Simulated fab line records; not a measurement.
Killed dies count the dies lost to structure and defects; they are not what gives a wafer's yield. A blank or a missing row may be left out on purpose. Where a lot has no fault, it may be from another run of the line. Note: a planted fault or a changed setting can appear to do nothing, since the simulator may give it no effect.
What tool caused it?    flow nandHarc    14 lots with 42 wafers sampled at 3 steps, on a route of 1302 steps

WHAT THE GAUGES SHOWED, per wafer
NHARC_P_STI_OVL_MEAS_10.
lot   measured      on          overlayXNm (nm)  overlayYNm (nm)
L545  day 2 22:25   overlay-01  -9 -10 -10       10 11 10
L546  day 3 06:55   overlay-02  -5 -5 -5         8 8 8
L547  day 3 18:04   overlay-02  4 3 3            -4 -3 -3
L548  day 4 02:38   overlay-01  8 9 8            -9 -8 -8
L549  day 4 12:12   overlay-02  2 1 1            -11 -11 -12
L550  day 4 23:28   overlay-01  -2 -2 -3         -3 -2 -2
L551  day 5 11:44   overlay-01  11 9 10          -6 -6 -6
L552  day 5 17:35   overlay-01  5 5 5            2 1 2
L554  day 6 15:56   overlay-01  6 5 6            10 10 10
L564  day 10 17:00  overlay-01  - - -            - - -
L565  day 11 04:57  overlay-02  - - -            - - -
L566  day 11 13:34  overlay-02  2 3 2            8 8 8
L567  day 12 00:50  overlay-01  7 6 6            -4 -3 -4
L568  day 12 11:51  overlay-02  0 0 -1           6 6 5

EACH LOT AND THE TOOL THAT RAN IT (in order: tool; ch and the chambers of the sampled wafers; start)
lot   NHARC_P_ZERO_WELL_DESCUM_26       NHARC_P_STI_EXPOSE_06
L545  rieDiel-04 ch 1,2,3, day 1 22:50  krfScanner-01 ch 0, day 2 22:10
L546  rieDiel-08 ch 0,1, day 2 08:45    krfScanner-02 ch 0, day 3 06:41
L547  rieDiel-04 ch 2,3, day 2 22:26    krfScanner-02 ch 0, day 3 17:50
L548  rieDiel-11 ch 0,3, day 3 05:05    krfScanner-01 ch 0, day 4 02:25
L549  rieDiel-04 ch 0,2,3, day 3 14:38  krfScanner-02 ch 0, day 4 11:58
L550  rieDiel-08 ch 0,1,2, day 4 00:46  krfScanner-01 ch 0, day 4 23:13
L551  rieDiel-04 ch 1,3, day 4 10:58    krfScanner-02 ch 0, day 5 11:30
L552  rieDiel-11 ch 0,1,3, day 4 20:40  krfScanner-03 ch 0, day 5 17:21
L554  rieDiel-04 ch 0,2,3, day 5 17:03  krfScanner-03 ch 0, day 6 15:42
L564  rieDiel-11 ch 0,1,3, day 9 20:47  krfScanner-03, day 10 16:46
L565  rieDiel-04 ch 0,1, day 10 06:46   krfScanner-02, day 11 04:43
L566  rieDiel-04 ch 1,3, day 10 16:37   krfScanner-01 ch 0, day 11 13:19
L567  rieDiel-08 ch 0,1, day 11 02:44   krfScanner-02 ch 0, day 12 00:37
L568  rieDiel-08 ch 2,3, day 11 12:40   krfScanner-02 ch 0, day 12 11:37
- NHARC_P_ZERO_WELL_DESCUM_26: chemistry O2, time 3 s.
- NHARC_P_STI_EXPOSE_06: exposes mask P STI, target cd 200 nm.

WHAT THE TOOLS THEMSELVES READ (means of the sampled wafers that have a number; where no wafer has one, the mark that the record gives instead)
NHARC_P_ZERO_WELL_DESCUM_26.
lot   tool        chamberPressureMTorr (mTorr)  drypumpMotorCurrentA (A)  mfcArSccm (sccm)  oesProductAu (a.u.)  rfVppV (V)  showerheadPlenumPTorr (Torr)  throttleValvePct (%)
L545  rieDiel-04  59.97                         6.1                       0.013             1.005                59.3        1.87                          11.317
L546  rieDiel-08  59.96                         5.1                       0.009             1.001                58.0        1.94                          11.316
L547  rieDiel-04  60.00                         6.3                       0.023             0.999                56.4        1.85                          11.305
L548  rieDiel-11  60.03                         5.8                       0.000             0.992                57.4        1.91                          11.308
L549  rieDiel-04  60.00                         6.2                       0.021             1.000                57.4        1.88                          11.319
L550  rieDiel-08  59.98                         5.3                       0.009             0.998                57.1        1.93                          11.311
L551  rieDiel-04  59.99                         5.7                       0.002             1.017                56.8        1.90                          11.317
L552  rieDiel-11  59.99                         5.7                       0.000             0.990                58.7        1.92                          11.303
L554  rieDiel-04  59.98                         6.2                       0.021             1.003                57.9        1.87                          11.305
L564  rieDiel-11  60.00                         5.7                       0.000             0.994                57.8        1.90                          11.321
L565  rieDiel-04  60.02                         6.3                       0.017             0.997                57.7        1.93                          11.313
L566  rieDiel-04  60.02                         5.7                       0.002             0.996                57.6        1.88                          11.308
L567  rieDiel-08  59.98                         5.1                       0.009             0.997                57.6        1.92                          11.311
L568  rieDiel-08  60.03                         6.1                       0.015             0.987                57.8        1.85                          11.311

NHARC_P_STI_EXPOSE_06.
lot   tool           exposureDoseMJCm2  focusOffsetNm (nm)  stageVelMmS (mm/s)
L545  krfScanner-01  37.64              -0.7                499.92
L546  krfScanner-02  37.70              0.1                 500.01
L547  krfScanner-02  37.68              -0.7                499.78
L548  krfScanner-01  37.74              -0.3                500.03
L549  krfScanner-02  37.67              0.1                 499.95
L550  krfScanner-01  37.68              0.4                 499.83
L551  krfScanner-02  37.71              0.3                 499.60
L552  krfScanner-03  37.67              0.3                 500.21
L554  krfScanner-03  37.74              -0.6                499.96
L564  krfScanner-03  -                  -                   -
L565  krfScanner-02  -                  -                   -
L566  krfScanner-01  37.68              -0.3                499.97
L567  krfScanner-02  37.75              0.3                 500.23
L568  krfScanner-02  37.70              0.0                 500.13

THE ANSWER, worked out from the rows above alone
Rule: the lots themselves supply what counts as usual. The widest of any qualifying gaps counts: lots, ordered by their means at a reading, are off when they make up no more than a third of the lots, leave a main group of 4 or more, and stand apart from it by 3 or more times the standard deviation of that group's means. Not used: any main group whose means are identical at the precision the tables above print for the reading. A lot without any number at a reading at which 4 lots or more have one is off too. Any other lot the step has rows for is counted as sound. First the gauges in route order, then the tools' own readings, where a lot's mean is used as printed above. The first step at which some lot is off is used, and at that step the reading that is off furthest; a lot without a number counts as furthest.
Off: L564, L565 (NHARC_P_STI_OVL_MEAS_10, overlayXNm). Without a number there: L564, L565. Mean 2 nm and standard deviation 5.5 in the main group.
If a tool, at a process step before that reading, ran all the lots that are off and no sound lot after the first of them, it fits. The gauges at NHARC_P_STI_OVL_MEAS_10 aren't tried: what is off there is off at NHARC_P_STI_EXPOSE_06 too, on other tools, and a gauge's error can't cause that. No candidate that was tried fits.

WHAT HAD BEEN PUT IN BY THE SIMULATOR
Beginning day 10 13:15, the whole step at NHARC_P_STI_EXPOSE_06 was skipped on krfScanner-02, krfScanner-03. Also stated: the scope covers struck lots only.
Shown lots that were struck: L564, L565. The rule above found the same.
